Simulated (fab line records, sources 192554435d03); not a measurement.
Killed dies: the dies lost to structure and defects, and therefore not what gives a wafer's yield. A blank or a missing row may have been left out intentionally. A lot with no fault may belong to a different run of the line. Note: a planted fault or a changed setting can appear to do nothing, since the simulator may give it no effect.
Matching of chambers -- flow n5 finfet -- 4 sister chambers for N5_BEOL_M7_STRIP_36 on rie diel-05
The step strips in N2/H2. 16 wafers are shown with their chamber, then 8 later ones without.

## EACH WAFER AND ITS CHAMBER
wafer,chamber,throttle valve pct (%),showerhead plenum p Torr (Torr),drypump motor current A (A)
L074.1,3,23.95,2.64,5.9
L074.3,2,23.72,2.52,6.6
L074.4,0,23.47,2.45,6.6
L082.1,1,23.47,2.59,5.3
L082.3,3,23.97,2.63,5.9
L082.4,0,23.50,2.44,6.6
L086.1,2,23.72,2.51,6.7
L086.2,0,23.46,2.43,6.6
L086.3,3,23.97,2.63,5.8
L086.4,1,23.46,2.59,5.4
L086.5,1,23.46,2.59,5.4
L086.6,0,23.45,2.44,6.6
L085.2,3,24.01,2.63,5.9
L085.4,1,23.48,2.59,5.3
L085.6,3,23.98,2.63,5.9
L093.1,0,23.46,2.43,6.6

SIGNATURES (means of the wafers above)
reading,chamber 0,chamber 1,chamber 2,chamber 3,scatter within a chamber
throttle valve pct,23.4680,23.4675,23.7200,23.9760,0.0175
showerhead plenum p Torr,2.4380,2.5900,2.5150,2.6320,0.00585
drypump motor current A,6.600,5.350,6.650,5.880,0.0438
Rule: distance of a wafer from a chamber = root of the sum over the readings of ((wafer's reading minus chamber's mean) / reading's scatter) squared. The wafer belongs to the nearest chamber; if the next one is less than 2 further off, it can't be placed. The scatter: take each reading less its chamber's mean, square it, sum over the shown wafers, divide by the number of wafers less the number of chambers, and take the root.

## WAFERS WHOSE CHAMBER IS MISSING
wafer,throttle valve pct (%),showerhead plenum p Torr (Torr),drypump motor current A (A)
L093.2,23.79,2.51,6.6
L093.3,23.48,2.58,5.3
L093.4,23.99,2.62,5.8
L093.5,23.51,2.58,5.4
L093.6,23.51,2.43,6.6
L096.3,23.79,2.50,6.5
L096.5,24.02,2.62,5.9
L096.6,23.53,2.43,6.6

## WHICH CHAMBER EACH WENT THROUGH
wafer,from the rows above,in truth
L093.2,2,2
L093.3,1,1
L093.4,3,3
L093.5,1,1
L093.6,0,0
L096.3,2,2
L096.5,3,3
L096.6,0,0
Correct placement for 8 of the 8. Not placeable from these rows: 0. Number placed wrongly: 0.
